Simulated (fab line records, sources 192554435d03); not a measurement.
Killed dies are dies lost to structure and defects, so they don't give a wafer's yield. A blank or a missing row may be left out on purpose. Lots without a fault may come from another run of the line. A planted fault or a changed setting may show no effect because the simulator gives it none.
Which tool did it? | flow n5_finfet | 24 lots, 72 wafers sampled, at 3 steps of a route of 1938

WHAT THE GAUGES READ, wafer by wafer
N5_BEOL_M15_CD_MEAS_28: target cd 407.6 nm.
lot  | measured     | on        | cd_nm (nm)
L074 | day 11 11:09 | cd_sem-01 | 409.9 410.4 410.2
L075 | day 12 07:58 | cd_sem-02 | 408.0 407.0 407.4
L076 | day 12 12:00 | cd_sem-03 | 406.6 407.2 407.1
L077 | day 12 19:49 | cd_sem-02 | 408.6 408.5 408.0
L078 | day 13 08:07 | cd_sem-01 | 406.0 405.9 405.9
L079 | day 13 08:35 | cd_sem-02 | 406.8 406.5 407.9
L081 | day 14 01:20 | cd_sem-03 | 407.4 407.3 407.7
L080 | day 14 02:14 | cd_sem-03 | 409.1 408.1 408.4
L083 | day 14 04:17 | cd_sem-01 | 408.0 407.4 408.4
L084 | day 14 04:43 | cd_sem-02 | 410.1 408.7 407.9
L082 | day 14 12:54 | cd_sem-03 | 405.7 405.6 405.9
L086 | day 14 23:36 | cd_sem-01 | 407.0 407.8 407.3
L085 | day 15 02:11 | cd_sem-03 | 406.9 408.0 407.2
L088 | day 15 16:01 | cd_sem-02 | 407.6 407.8 406.6
L087 | day 15 20:49 | cd_sem-01 | 408.8 409.2 410.3
L089 | day 16 02:13 | cd_sem-03 | 409.1 407.9 408.4
L090 | day 16 07:53 | cd_sem-01 | 407.9 407.9 407.5
L091 | day 16 08:29 | cd_sem-02 | 403.6 405.5 403.4
L092 | day 17 02:28 | cd_sem-03 | 405.9 406.2 404.8
L093 | day 17 09:06 | cd_sem-01 | 410.0 410.3 409.7
L095 | day 17 14:50 | cd_sem-02 | 402.2 403.1 402.7
L094 | day 17 15:12 | cd_sem-03 | 406.1 405.6 408.7
L096 | day 18 02:17 | cd_sem-01 | 404.0 406.6 407.1
L097 | day 18 15:41 | cd_sem-02 | 407.3 405.4 407.8

N5_BEOL_M15_THK_MEAS_50: measures by xrf.
lot  | measured     | on            | M15_THK (nm)
L074 | day 11 14:19 | film_metro-02 | 854 864 848
L075 | day 12 11:19 | film_metro-02 | 862 839 861
L076 | day 12 16:36 | film_metro-01 | 868 839 858
L077 | day 12 23:37 | film_metro-01 | 854 852 866
L078 | day 13 13:42 | film_metro-02 | 872 884 881
L079 | day 13 14:07 | film_metro-02 | 832 838 838
L081 | day 14 04:59 | film_metro-01 | 845 873 877
L080 | day 14 05:01 | film_metro-02 | 830 864 847
L083 | day 14 08:01 | film_metro-02 | 830 869 865
L084 | day 14 11:08 | film_metro-02 | 864 851 856
L082 | day 14 16:11 | film_metro-02 | 863 840 816
L086 | day 15 03:43 | film_metro-01 | 859 855 877
L085 | day 15 04:48 | film_metro-02 | 841 857 858
L088 | day 15 20:46 | film_metro-01 | 855 860 859
L087 | day 16 00:39 | film_metro-01 | 864 874 877
L089 | day 16 05:24 | film_metro-02 | 856 819 853
L090 | day 16 10:43 | film_metro-02 | 874 833 833
L091 | day 16 11:03 | film_metro-01 | 884 862 871
L092 | day 17 11:04 | film_metro-01 | 856 847 858
L093 | day 17 11:56 | film_metro-02 | 848 851 869
L095 | day 17 17:38 | film_metro-01 | 867 843 868
L094 | day 17 17:53 | film_metro-02 | 859 869 854
L096 | day 18 04:43 | film_metro-01 | 855 857 857
L097 | day 18 20:50 | film_metro-02 | 834 858 863

WHICH TOOL RAN EACH LOT (tool, then ch and the chambers of the sampled wafers, then the start)
lot  | N5_BEOL_M15_DESCUM_33
L074 | rie_diel-01 ch 0,1,3, day 11 11:31
L075 | rie_diel-04 ch 2,3, day 12 08:10
L076 | rie_diel-01 ch 1,2,3, day 12 12:05
L077 | rie_diel-02 ch 0,2,3, day 12 19:55
L078 | rie_diel-01 ch 0,2,3, day 13 08:17
L079 | rie_diel-02 ch 0,3, day 13 08:45
L081 | rie_diel-01 ch 1,2, day 14 01:26
L080 | rie_diel-02 ch 1,2,3, day 14 02:20
L083 | rie_diel-04 ch 0,1,3, day 14 04:22
L084 | rie_diel-02 ch 0,2, day 14 04:49
L082 | rie_diel-04 ch 0,2,3, day 14 12:59
L086 | rie_diel-01 ch 0,2,3, day 14 23:42
L085 | rie_diel-04 ch 1,2, day 15 02:18
L088 | rie_diel-04 ch 1,3, day 15 16:07
L087 | rie_diel-01 ch 1,2, day 15 20:55
L089 | rie_diel-04 ch 0,1, day 16 02:19
L090 | rie_diel-04 ch 0,3, day 16 08:04
L091 | rie_diel-02 ch 0,1,3, day 16 08:43
L092 | rie_diel-02 ch 1,3, day 17 02:38
L093 | rie_diel-04 ch 1,2, day 17 09:11
L095 | rie_diel-01 ch 0,2,3, day 17 14:55
L094 | rie_diel-02 ch 0,1,3, day 17 15:17
L096 | rie_diel-04 ch 0,3, day 18 02:31
L097 | rie_diel-04 ch 0,2,3, day 18 15:47
- N5_BEOL_M15_DESCUM_33: chemistry O2, time 7.9 s.

WHAT THE TOOLS THEMSELVES READ (means of the sampled wafers that have a number; where no wafer has one, the mark that the record gives instead)
N5_BEOL_M15_DESCUM_33.
lot  | tool        | drypump_motor_current_A (A) | oes_product_au (a.u.) | rf_vpp_V (V) | showerhead_plenum_p_Torr (Torr) | throttle_valve_pct (%)
L074 | rie_diel-01 | 5.6                         | 0.81                  | 243.5        | 2.08                            | 20.36
L075 | rie_diel-04 | 5.3                         | 0.85                  | 245.0        | 2.20                            | 20.14
L076 | rie_diel-01 | 5.5                         | 0.81                  | 242.2        | 2.05                            | 20.32
L077 | rie_diel-02 | 5.9                         | 0.70                  | 243.2        | 2.09                            | 20.50
L078 | rie_diel-01 | 5.5                         | 0.83                  | 242.2        | 2.06                            | 20.07
L079 | rie_diel-02 | 5.9                         | 0.68                  | 243.9        | 2.15                            | 20.58
L081 | rie_diel-01 | 5.5                         | 0.78                  | 241.9        | 2.04                            | 20.29
L080 | rie_diel-02 | 5.9                         | 0.75                  | 243.5        | 2.11                            | 20.41
L083 | rie_diel-04 | 5.1                         | 0.80                  | 244.4        | 2.13                            | 20.35
L084 | rie_diel-02 | 5.9                         | 0.80                  | 242.3        | 2.03                            | 20.32
L082 | rie_diel-04 | 5.2                         | 0.76                  | 245.2        | 2.18                            | 20.32
L086 | rie_diel-01 | 5.5                         | 0.81                  | 243.6        | 2.06                            | 20.10
L085 | rie_diel-04 | 5.3                         | 0.78                  | 242.6        | 2.07                            | 20.54
L088 | rie_diel-04 | 5.2                         | 0.84                  | 243.9        | 2.15                            | 20.21
L087 | rie_diel-01 | 5.5                         | 0.85                  | 242.1        | 2.03                            | 20.14
L089 | rie_diel-04 | 5.1                         | 0.76                  | 242.0        | 2.06                            | 20.56
L090 | rie_diel-04 | 5.0                         | 0.74                  | 244.1        | 2.17                            | 20.36
L091 | rie_diel-02 | 5.8                         | 0.91                  | 244.2        | 2.16                            | 20.21
L092 | rie_diel-02 | 5.8                         | 0.87                  | 245.2        | 2.19                            | 20.26
L093 | rie_diel-04 | 5.4                         | 0.74                  | 244.1        | 2.11                            | 20.53
L095 | rie_diel-01 | 5.5                         | 0.80                  | 242.8        | 2.05                            | 20.13
L094 | rie_diel-02 | 5.8                         | 0.89                  | 243.7        | 2.16                            | 20.23
L096 | rie_diel-04 | 5.0                         | 0.91                  | 244.1        | 2.17                            | 20.12
L097 | rie_diel-04 | 5.2                         | 0.82                  | 244.2        | 2.17                            | 20.24

THE ANSWER, worked out from the rows above alone
Rule: what is usual is taken from the lots themselves. Put in order of their means at a reading, lots are off if they are a third of the lots or fewer, leave a main group of 4 or more, and stand apart from it by a gap of 3 or more times the standard deviation of the main group's means; of several such gaps the widest counts. A main group whose means are all the same, to the digits that the tables above print for the reading, isn't used. A lot without any number at a reading at which 4 lots or more have one is off too. The other lots that the step has rows for count as sound. The gauges are gone through in route order, then the tools' own readings, and for those a lot's mean is taken as printed above. The first step at which some lot is off is used, and at that step the reading that is off furthest; a lot without a number counts as furthest.
No lot is off at any reading shown: from this, nothing can be told.

WHAT THE SIMULATOR HAD PUT IN
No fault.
